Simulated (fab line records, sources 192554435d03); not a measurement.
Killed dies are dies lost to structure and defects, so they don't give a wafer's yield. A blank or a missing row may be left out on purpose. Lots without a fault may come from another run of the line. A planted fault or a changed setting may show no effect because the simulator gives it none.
fab line records | flow n5_finfet
record lots=8 wafers=24 last_day=16
route steps=1938 shown BEOL_M4@1111 BEOL_M8@1374 BEOL_M9@1401 PASSIVATION@1936
lots that met no fault: from a run of the same line without faults
start_h: hours from the record's first day to the start of the lot's first wafer shown | wait_h: hours since the lot's step before | " the same as in the row above | L1.1+2: a row that stands for several wafers | - no value, or no start given | * or withheld: withheld | < > ~ a bound
route shown NAME@n: a module of which the file shows steps, and the number in the route of the first | usual: mean/standard deviation of fault-free wafers | same: alike in all rows | chamber/n: place in a boat | sites: the reading at each site | _std_site: their standard deviation | _edge_site: outer sites' mean less inner sites' | radius_mm: how far each site lies from the wafer's centre | mask NAME#n: copy n | behind: the tool/chamber that last shaped the wafer | hold: why the lot was held/for how many hours/how that ended | device: the transistor (n, p or np) that didn't switch | end of line: the same wafers' tests at the end of the route | a step without rows: its recipe alone | killed: dies lost to structure and defects at the first sort, not the wafer's yield | map: a wafer's dies, x killed, . not, _ none there
set.NAME: the setting as run; set.NAME@STEP: as run at that earlier step | model.NAME: the simulator's own value behind a step, which no gauge read
steps of the route over a sample of lots; a table a step, a row a wafer
services: from which hour (start_h, from the record's first day; less than 0 if before it) a tool's chamber was out of use, for how many hours, and why
## steps
# step N5_BEOL_M4_RC_MEAS_101
# usual DIBL_N=36.4/1.3 DIBL_P=36.5/1.7 IOFF_N=0.154/0.022 IOFF_P=0.202/0.025 ION_N=671/9.8 ION_P=460/6.8 SS_N=71.6/0.54 SS_P=73.4/0.58 VT_N=250.9/2.8 VT_P=-251.4/2.7
# columns lot.wafer tool chamber start_h wait_h DIBL_N[mV/V] DIBL_P[mV/V] IOFF_N[nA/um] IOFF_P[nA/um] ION_N[uA/um] ION_P[uA/um] SS_N[mV/dec] SS_P[mV/dec] VT_N[mV] VT_P[mV]
L173.1 prober-01 0 167.88 0.0 39.0 37.2 0.176 0.213 686 469 73.3 74.2 247.0 -251.2
L173.2 " 0 " " 39.4 37.7 0.183 0.222 683 461 72.5 74.1 247.6 -249.5
L173.6 " 0 " " 40.5 39.9 0.224 0.259 697 477 72.8 74.2 244.5 -250.8
L175.1 prober-02 0 175.60 0.0 37.7 38.0 0.170 0.216 667 457 71.6 74.3 249.1 -252.6
L175.2 " 0 " " 34.9 34.4 0.125 0.167 657 453 70.8 73.3 255.3 -256.2
L175.4 " 0 " " 37.6 37.3 0.170 0.201 672 456 71.3 74.2 251.2 -253.2
L183.2 prober-01 0 220.87 0.2 37.0 36.6 0.162 0.231 680 472 71.5 73.0 248.9 -249.5
L183.3 " 0 " " 36.2 35.5 0.148 0.208 674 463 71.1 72.7 249.8 -251.7
L183.6 " 0 " " 35.5 34.2 0.134 0.188 671 462 71.2 71.7 249.6 -250.8
L181.1 prober-02 0 222.66 0.0 36.6 37.3 0.159 0.232 669 466 71.8 74.1 250.7 -248.4
L181.4 " 0 " " 35.6 35.2 0.135 0.194 664 461 71.9 73.4 253.0 -250.1
L181.5 " 0 " " 35.2 35.7 0.135 0.200 669 471 70.7 73.5 251.4 -249.6
L189.3 prober-01 0 265.63 0.3 33.6 33.9 0.125 0.181 662 457 70.7 72.4 255.2 -250.4
L189.5 " 0 " " 34.6 35.4 0.136 0.197 671 463 71.0 73.3 252.1 -249.0
L189.6 " 0 " " 35.3 36.2 0.144 0.205 667 457 71.8 73.4 253.1 -250.7
L190.2 prober-01 0 268.42 0.2 34.8 34.5 0.125 0.172 655 449 71.9 72.9 256.1 -255.7
L190.4 " 0 " " 35.5 35.5 0.136 0.194 660 458 71.4 73.9 254.0 -254.8
L190.5 " 0 " " 36.8 36.3 0.145 0.209 659 458 71.2 73.0 250.3 -253.4
L191.2 prober-02 0 270.59 0.2 38.0 37.3 0.181 0.232 661 451 72.6 73.1 249.9 -248.6
L191.3 " 0 " " 37.6 37.1 0.163 0.225 672 461 72.0 73.5 252.3 -251.1
L191.5 " 0 " " 37.0 36.4 0.157 0.221 671 463 71.7 73.4 250.5 -250.3
L192.1 prober-01 0 282.60 0.0 35.8 35.5 0.135 0.225 662 466 70.9 73.0 253.4 -250.0
L192.3 " 0 " " 38.0 37.1 0.161 0.260 656 461 72.7 73.9 249.9 -247.8
L192.6 " 0 " " 36.2 35.9 0.139 0.243 655 458 71.7 73.3 252.5 -245.9
# step N5_BEOL_M8_VIA_ETCH_34
# recipe chemistry=C4F6/O2 target=SiCOH_lowk target_depth_a=1255 mask_material=SOC taper_deg=4 time_s=50.5 ion_energy_ev=250 pressure_mtorr=30 source_w=345 bias_w=185 Ar_flow_sccm=300 C4F6_flow_sccm=10 O2_flow_sccm=10
# usual O2_flow_sccm=10.00/0.031 drypump_motor_current_A=5.9/0.37 oes_f_703_au=0.78/0.087 oes_product_au=0.78/0.089 rf_fwd_power_W=341.7/1.7 rf_vpp_V=665/6 showerhead_plenum_p_Torr=2.79/0.078 throttle_valve_pct=20.99/0.27
# columns lot.wafer tool chamber start_h wait_h O2_flow_sccm drypump_motor_current_A oes_f_703_au oes_product_au rf_fwd_power_W rf_hours_counter_h rf_vpp_V showerhead_plenum_p_Torr throttle_valve_pct
L173.1 rie_diel-06 1 200.51 0.0 9.95 6.0 0.72 0.72 338.7 177 670 2.83 21.07
L173.2 " 2 " " 10.02 5.9 0.94 0.94 341.7 20 662 2.79 20.46
L173.6 " 0 " " 10.05 5.8 0.91 0.92 342.2 - 671 2.78 20.75
L175.1 rie_diel-06 1 207.84 0.0 9.97 6.0 0.72 0.73 338.1 180 672 2.83 21.06
L175.2 " 3 " " 9.96 6.2 0.75 0.76 343.5 171 666 2.74 21.03
L175.4 " 2 " " 9.96 5.9 0.93 0.93 341.5 23 661 2.79 20.47
L183.2 rie_diel-05 1 257.85 0.0 10.05 5.1 0.87 0.88 341.1 52 669 2.78 20.72
L183.3 " 2 " " 9.99 6.2 0.88 0.86 341.6 35 663 2.90 20.96
L183.6 " 1 " " 9.99 5.1 0.87 0.89 341.6 - 668 2.78 20.71
L181.1 rie_diel-06 0 260.44 0.0 10.06 5.8 0.87 0.88 340.9 51 669 2.77 20.79
L181.4 " 3 " " 10.01 6.2 0.74 0.73 343.1 191 665 2.73 21.07
L181.5 " 1 " " 10.02 6.0 0.71 0.71 341.0 - 670 2.82 21.08
L189.3 rie_diel-02 2 297.53 0.0 9.97 6.2 0.73 0.71 342.7 227 677 2.92 21.37
L189.5 " 1 " " 10.02 5.0 0.70 0.69 343.3 - 661 2.71 20.99
L189.6 " 2 " " 9.95 6.2 0.73 0.71 340.7 - 675 2.92 21.39
L191.2 rie_diel-05 2 304.90 0.0 9.96 6.3 0.85 0.84 340.0 55 660 2.89 20.97
L191.3 " 3 " " 10.02 5.8 0.96 0.96 341.9 8 654 2.80 20.70
L191.5 " 2 " " 9.98 6.2 0.85 0.85 341.1 - 661 2.89 20.98
L190.2 rie_diel-06 0 304.99 0.0 9.97 5.8 0.85 0.86 343.0 63 672 2.77 20.82
L190.4 " 2 " " 10.00 5.9 0.88 0.87 343.9 57 661 2.78 20.52
L190.5 " 0 " " 9.99 5.8 0.85 0.87 341.7 - 670 2.77 20.83
L192.1 rie_diel-05 3 314.91 0.0 9.99 5.8 0.95 0.95 340.8 11 654 2.80 20.69
L192.3 " 2 " " 10.00 6.2 0.84 0.84 340.2 59 661 2.89 20.99
L192.6 " 3 " " 9.99 5.7 0.95 0.93 342.3 - 655 2.80 20.68
# step N5_BEOL_M8_STRIP_36
# recipe chemistry=N2/H2 power_w=450 temp_c=40 pressure_mtorr=20 rf_frequency_hz=6e+07 overash_fraction=0.3 bias_power_w=7 h2_frac=0.5 n2_flow_sccm=200 h2_flow_sccm=200
# usual drypump_motor_current_A=5.9/0.37 h2_flow_sccm=200.0/0.63 n2_flow_sccm=199.9/0.61 oes_product_au=0.78/0.09 rf_vpp_V=59.1/1.2 showerhead_plenum_p_Torr=2.48/0.076 throttle_valve_pct=23.7/0.32
# columns lot.wafer tool chamber start_h wait_h drypump_motor_current_A h2_flow_sccm n2_flow_sccm oes_product_au rf_hours_counter_h rf_vpp_V showerhead_plenum_p_Torr throttle_valve_pct
L173.1 rie_diel-06 1 200.56 0.0 6.0 200.3 200.7 0.73 177 60.7 2.54 24.2
L173.2 " 2 " " 5.9 200.1 200.6 0.93 20 59.2 2.48 23.1
L173.6 " 0 " " 5.8 198.1 201.4 0.92 - 58.4 2.48 23.5
L175.1 rie_diel-06 1 207.90 0.0 6.0 199.6 201.2 0.73 180 60.9 2.54 24.2
L175.2 " 3 " " 6.1 201.2 199.6 0.75 172 58.2 2.43 23.7
L175.4 " 2 " " 5.9 200.1 200.0 0.93 23 59.0 2.48 23.1
L183.2 rie_diel-05 1 257.90 0.0 5.1 199.5 199.6 0.88 52 60.8 2.49 23.6
L183.3 " 2 " " 6.2 200.4 200.2 0.86 35 59.6 2.58 23.6
L183.6 " 1 " " 5.1 199.6 199.0 0.90 - 58.7 2.49 23.7
L181.1 rie_diel-06 0 260.49 0.0 5.8 199.4 200.2 0.87 51 59.1 2.47 23.5
L181.4 " 3 " " 6.2 199.6 200.9 0.74 191 59.0 2.42 23.7
L181.5 " 1 " " 6.0 200.9 199.4 0.72 - 59.1 2.53 24.3
L189.3 rie_diel-02 2 297.58 0.0 6.2 199.9 200.2 0.70 227 56.6 2.61 24.1
L189.5 " 1 " " 5.0 199.6 199.9 0.69 - 60.5 2.41 23.7
L189.6 " 2 " " 6.2 199.8 199.6 0.71 - 59.8 2.61 24.1
L191.2 rie_diel-05 2 304.95 0.0 6.2 200.4 199.9 0.85 55 59.1 2.57 23.7
L191.3 " 3 " " 5.7 199.6 200.4 0.96 8 60.6 2.48 23.4
L191.5 " 2 " " 6.2 200.0 200.3 0.85 - 57.1 2.58 23.7
L190.2 rie_diel-06 0 305.05 0.0 5.8 200.2 200.7 0.86 63 59.1 2.47 23.5
L190.4 " 2 " " 5.9 201.4 200.3 0.86 57 59.0 2.46 23.1
L190.5 " 0 " " 5.8 200.3 199.4 0.85 - 59.4 2.47 23.6
L192.1 rie_diel-05 3 314.96 0.0 5.8 199.9 200.3 0.95 11 59.2 2.48 23.4
L192.3 " 2 " " 6.3 200.4 200.6 0.84 59 58.4 2.57 23.7
L192.6 " 3 " " 5.7 199.4 199.7 0.94 - 59.6 2.48 23.4
# step N5_BEOL_M9_ILD_DEP_00
# recipe material=SiCOH_lowk target_thk_a=3085.1 temp_c=300 precursor=DEMS/porogen pressure_torr=5 rf_w=500 time_s=58
# usual heater_power_w=324/47 rf_fwd_power_W=496.8/1.6 showerhead_plenum_p_Torr=5.739/0.014 throttle_valve_pct=14.1/0.65
# columns lot.wafer tool chamber start_h wait_h heater_power_w rf_fwd_power_W showerhead_plenum_p_Torr since_wet_clean_h throttle_valve_pct
L173.1 pecvd-03 2 203.63 0.0 376 493.8 5.715 335 13.6
L173.2 " 1 " " 328 497.7 5.755 1814 13.9
L173.6 " 1 " " 335 496.5 5.740 - 13.7
L175.1 pecvd-03 2 210.79 0.0 337 495.7 5.717 342 13.7
L175.2 " 0 " " 378 496.6 5.744 1096 14.1
L175.4 " 2 " " 336 495.6 5.719 - 13.8
L183.2 pecvd-03 2 262.48 0.0 335 498.2 5.729 394 13.8
L183.3 " 1 " " 280 499.5 5.769 1873 13.5
L183.6 " 1 " " 293 498.7 5.761 - 13.8
L183.2 pecvd-03 2 262.74 0.2 338 495.1 5.721 - 13.9
L183.3 " 1 " " 275 497.5 5.762 - 13.9
L183.6 " 1 " " 283 498.0 5.764 - 13.8
L181.1 pecvd-02 0 263.67 0.0 377 494.1 5.737 1330 14.1
L181.4 " 2 " " 295 498.0 5.744 - 13.1
L181.5 " 1 " " 260 497.0 5.736 - 13.3
L189.3 pecvd-02 2 301.23 0.0 321 493.8 5.735 586 13.0
L189.5 " 1 " " 198 496.4 5.722 - 13.2
L189.6 " 2 " " 328 495.3 5.744 - 13.6
L189.3 pecvd-02 2 301.49 0.2 319 495.6 5.753 - 13.3
L189.5 " 1 " " 201 497.2 5.728 - 13.7
L189.6 " 2 " " 322 494.4 5.738 - 13.0
L191.2 pecvd-01 2 308.67 0.0 341 497.1 5.737 77 13.6
L191.3 " 1 " " 239 497.3 5.708 1556 14.7
L191.5 " 1 " " 252 497.0 5.737 - 14.6
L190.2 pecvd-03 2 308.89 0.0 360 495.1 5.729 440 14.0
L190.4 " 1 " " 346 497.7 5.756 - 14.0
L190.5 " 0 " " 398 498.0 5.736 - 14.1
L192.1 pecvd-02 2 319.22 0.0 320 496.4 5.753 604 13.3
L192.3 " 0 " " 360 491.7 5.741 1386 14.3
L192.6 " 0 " " 369 496.1 5.759 - 14.2
# step N5_BEOL_M9_THK_MEAS_01
# recipe reads=SiCOH_lowk_of_BEOL_M9_ILD_DEP_00
# usual M9_ILD_THK=269/3.2
# columns lot.wafer tool chamber start_h wait_h M9_ILD_THK[nm]
L173.1 film_metro-02 - 204.22 0.4 267
L173.2 " - " " 267
L173.6 " - " " 274
L175.1 film_metro-02 - 211.58 0.4 267
L175.2 " - " " 269
L175.4 " - " " 270
L183.2 film_metro-01 - 263.34 0.4 536
L183.3 " - " " 536
L183.6 " - " " 546
L181.1 film_metro-01 - 264.51 0.4 263
L181.4 " - " " 266
L181.5 " - " " 268
L189.3 film_metro-01 - 302.08 0.3 540
L189.5 " - " " 547
L189.6 " - " " 545
L191.2 film_metro-02 - 309.26 0.4 268
L191.3 " - " " 268
L191.5 " - " " 270
L190.2 film_metro-02 - 309.48 0.4 264
L190.4 " - " " 266
L190.5 " - " " 265
L192.1 film_metro-02 - 319.81 0.4 268
L192.3 " - " " 268
L192.6 " - " " 272
# step N5_BEOL_M9_HM_DEP_02
# recipe material=TiN target_thk_a=200 temp_c=25 chamber_pressure_pa=0.49996
# usual throttle_valve_pct=29.9/0.97
# columns lot.wafer tool chamber start_h wait_h throttle_valve_pct
L173.1 pvd_sputter-03 - 205.16 0.9 29.8
L173.2 " - " " 28.8
L173.6 " - " " 31.2
L175.1 pvd_sputter-01 - 212.02 0.4 28.7
L175.2 " - " " 29.9
L175.4 " - " " 28.6
L183.2 pvd_sputter-03 - 263.95 0.6 29.6
L183.3 " - " " 28.7
L183.6 " - " " 28.7
L181.1 pvd_sputter-01 - 264.83 0.3 30.0
L181.4 " - " " 29.0
L181.5 " - " " 29.2
L189.3 pvd_sputter-03 - 302.17 0.0 28.7
L189.5 " - " " 30.7
L189.6 " - " " 29.8
L191.2 pvd_sputter-01 - 310.18 0.8 30.2
L191.3 " - " " 28.7
L191.5 " - " " 28.9
L190.2 pvd_sputter-02 - 310.26 0.7 30.5
L190.4 " - " " 27.8
L190.5 " - " " 29.8
L192.1 pvd_sputter-03 - 322.19 2.3 30.8
L192.3 " - " " 31.2
L192.6 " - " " 31.3
# step N5_PASSIVATION_PROBE_49
# usual defect_limited_yield=91.1/1.3 killed_at_M0_to_M3=34/10 killed_at_M4_up=14/5.7 killed_at_contacts=12/5.9 killed_at_front_end=41/12 killed_at_other=4/3.1 killed_dies=105/15 killed_on_rim=14/4.2 killed_open=69/11 killed_short=35/7.8 sort_bin_5_function=5.3/0.81 sort_bin_6_memory=3.3/0.75 sort_bin_8_speed=0.00/0.007 sort_n_pass=1075/15 sort_yield_pct=91.1/1.3
# same gross_dies=1180 killed_at_back_side=0 sort_bin_4_leakage[%]=0
# columns lot.wafer tool chamber start_h wait_h defect_limited_yield[%] killed_at_M0_to_M3 killed_at_M4_up killed_at_contacts killed_at_front_end killed_at_other killed_dies killed_on_rim killed_open killed_short sort_bin_5_function[%] sort_bin_6_memory[%] sort_bin_8_speed[%] sort_n_pass sort_yield_pct[%]
L181.5 prober-02 - 329.85 0.2 86.3 47 11 18 83 3 162 25 113 49 8.6 5.1 0 1018 86.3
L183.2 prober-02 - 336.19 0.1 0 24 1103 5 37 11 1180 152 58 28 97.5 2.3 0 0 0
L183.3 prober-02 - 336.24 0.1 0 19 1088 16 55 2 1180 152 61 32 95.8 4.0 0 0 0
L183.6 prober-02 - 336.39 0.3 0 19 1078 17 61 5 1180 152 63 43 95.8 3.8 0 0 0
L189.3 prober-02 - 363.68 0.1 0 25 1099 8 41 7 1180 152 67 22 96.9 3.0 0 0 0
L189.5 prober-02 - 363.78 0.2 0 34 1089 16 39 2 1180 152 77 22 96.2 3.6 0 0 0
L189.6 prober-02 - 363.83 0.3 0 32 1074 11 59 4 1180 152 77 39 96.4 3.2 0 0 0
# killed by level:class
L181.5 FIN_SAQP:geometric_particle:open=35 MOL_CONTACT_COAG:geometric_particle:open=12 STI_FIN_REVEAL:geometric_particle:open=11 BEOL_M3:geometric_particle:open=11 BEOL_M2:geometric_particle:open=10 FIN_SAQP:geometric_particle:short=9 BEOL_M0_SAQP:geometric_particle:short=9 GATE_CUT:geometric_particle:short=7
L183.2 BEOL_M9:area_etch=1094 FIN_SAQP:geometric_particle:short=8 FIN_SAQP:geometric_particle:open=7 BEOL_M2:geometric_particle:open=7 BEOL_M1:geometric_particle:open=6 DUMMY_GATE:geometric_particle:open=5 MIM_BOT:geometric_particle:open=5 STI_FIN_REVEAL:geometric_particle:open=4
L183.3 BEOL_M9:area_etch=1086 FIN_SAQP:geometric_particle:short=19 FIN_SAQP:geometric_particle:open=15 MOL_CONTACT_COAG:geometric_particle:open=11 DUMMY_GATE:geometric_particle:open=7 BEOL_M2:geometric_particle:open=7 STI_FIN_REVEAL:geometric_particle:open=6 MOL_CONTACT_COAG:geometric_particle:short=5
L183.6 BEOL_M9:area_etch=1073 FIN_SAQP:geometric_particle:short=16 FIN_SAQP:geometric_particle:open=13 MOL_CONTACT_COAG:geometric_particle:open=11 BEOL_M3:geometric_particle:open=9 MOL_CONTACT_COAG:geometric_particle:short=6 DUMMY_GATE:geometric_particle:open=5 GATE_CUT:geometric_particle:open=5
L189.3 BEOL_M9:area_etch=1090 STI_FIN_REVEAL:geometric_particle:open=11 BEOL_M3:geometric_particle:open=10 MOL_CONTACT_COAG:geometric_particle:open=6 FIN_SAQP:geometric_particle:open=5 ILD0:geometric_particle:open=5 BEOL_M1:geometric_particle:open=4 STI_FIN_REVEAL:geometric_particle:short=3
L189.5 BEOL_M9:area_etch=1080 STI_FIN_REVEAL:geometric_particle:open=13 MOL_CONTACT_COAG:geometric_particle:open=13 BEOL_M3:geometric_particle:open=13 FIN_SAQP:geometric_particle:open=9 BEOL_M1:geometric_particle:open=6 BEOL_M0_SAQP:geometric_particle:open=5 FIN_SAQP:geometric_particle:short=4
L189.6 BEOL_M9:area_etch=1061 STI_FIN_REVEAL:geometric_particle:open=18 BEOL_M1:geometric_particle:open=12 STI_FIN_REVEAL:geometric_particle:short=10 MOL_CONTACT_COAG:geometric_particle:open=8 BEOL_M3:geometric_particle:open=8 ILD0:geometric_particle:short=6 FIN_SAQP:geometric_particle:short=5
## services
# columns tool chamber start_h hours kind
pecvd-03 2 178.04 2.1 scheduled_down
rie_diel-02 2 180.54 3.9 repair
rie_diel-05 3 185.11 4.9 repair
pecvd-02 1 199.43 5.5 scheduled_down
pecvd-02 - 201.61 23.4 repair
rie_diel-06 2 209.85 1.5 repair
pvd_sputter-02 - 222.72 1.7 repair
pecvd-03 2 239.61 5.5 scheduled_down
pecvd-01 - 240.01 0.7 repair
rie_diel-02 - 243.77 0.4 repair
rie_diel-05 0 246.43 14.1 repair
rie_diel-06 1 249.84 9.5 repair
pecvd-03 - 255.30 4.5 repair
pecvd-02 - 256.26 0.7 repair
rie_diel-05 3 260.62 - clean
rie_diel-05 3 260.62 - consumable_replace:focus_ring
rie_diel-05 3 260.62 24.3 scheduled_down
rie_diel-05 3 260.62 24.3 vent_cycle
rie_diel-06 0 274.73 1.6 repair
pecvd-01 1 275.40 12.4 repair
rie_diel-06 0 276.83 7.2 repair
rie_diel-02 0 286.55 12.4 repair
pecvd-01 0 310.41 16.1 repair
rie_diel-02 - 320.74 3.6 repair
## key
first_sign step=N5_BEOL_M9_ILD_DEP_00 reading=visit direction=added
effect step=N5_BEOL_M9_THK_MEAS_01 reading=M9_ILD_THK direction=up sigmas=85 usual=269 struck=542
effect step=N5_PASSIVATION_PROBE_49 reading=killed_at_M4_up direction=up sigmas=99+ usual=14 struck=1088
more_kills_born_at N5_BEOL_M9_ETCH_41@rie_diel-01=3253 N5_BEOL_M9_ETCH_41@rie_diel-04=3231
met_at N5_BEOL_M9_ILD_DEP_00
struck_lots L183,L189
later_rows_left_out L183.2,L183.3,L183.6,L189.3,L189.5,L189.6
not_acting_at N5_BEOL_M8_VIA_ETCH_34,N5_BEOL_M8_STRIP_36,N5_BEOL_M9_HM_DEP_02
fault kind=repeated_step_whole tool=pecvd-01,pecvd-02,pecvd-03 chamber=- onset_h=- steps=N5_BEOL_M9_ILD_DEP_00 times=1 scope=struck_lots_only
# later_rows_left_out: the simulator's readings of these wafers behind a module that went badly wrong aren't trusted and aren't shown, but for the sort
